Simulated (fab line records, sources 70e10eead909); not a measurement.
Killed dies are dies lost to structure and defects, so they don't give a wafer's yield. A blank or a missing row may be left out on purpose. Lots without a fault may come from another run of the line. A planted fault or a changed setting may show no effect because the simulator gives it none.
Chamber matching | flow nand_harc | NHARC_A_BONDPAD_CMP_19 on cmp-01: 4 sister chambers
The step polishes, t overpolish 30 s, cu recess touch 16 s, target thk 169.82 nm. 4 wafers are shown with their chamber, then 8 later ones without.

WAFERS WITH THEIR CHAMBER
wafer  | chamber | motor_current_A (A)
L676.1 | 1       | 13.5
L682.1 | 2       | 12.2
L681.3 | 3       | 12.1
L683.1 | 0       | 13.0

WAFERS WITHOUT THEIR CHAMBER
wafer  | motor_current_A (A)
L683.4 | 13.7
L683.5 | 13.6
L686.2 | 12.9
L686.4 | 12.8
L686.5 | 11.4
L697.2 | 12.8
L697.3 | 12.2
L697.5 | 13.4

WHICH CHAMBER EACH WENT THROUGH
wafer  | from the rows above               | in truth
L683.4 | can't be placed: 1 or 0           | 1
L683.5 | can't be placed: 1 or 0           | 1
L686.2 | can't be placed: 0 or 1           | 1
L686.4 | can't be placed: 0 or 2 or 1 or 3 | 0
L686.5 | can't be placed: 3 or 2           | 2
L697.2 | can't be placed: 0 or 2 or 1 or 3 | 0
L697.3 | can't be placed: 2 or 3           | 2
L697.5 | can't be placed: 1 or 0           | 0
Placed correctly: 0 of 8. Can't be placed from these rows: 8 (the true chamber is among the candidates in 8). Placed wrongly: 0.
How it was worked out, from the rows above alone: a wafer's distance from a chamber is the root of the sum, over the readings, of the square of ((its reading less the chamber's mean) divided by the reading's scatter). The wafer belongs to the nearest chamber; if the next one is less than 2 further off, it can't be placed. A chamber's mean is the mean of its shown wafers. The scatter: with one shown wafer a chamber, the root of the mean of the squares of how far each hidden wafer lies from its nearest shown one.
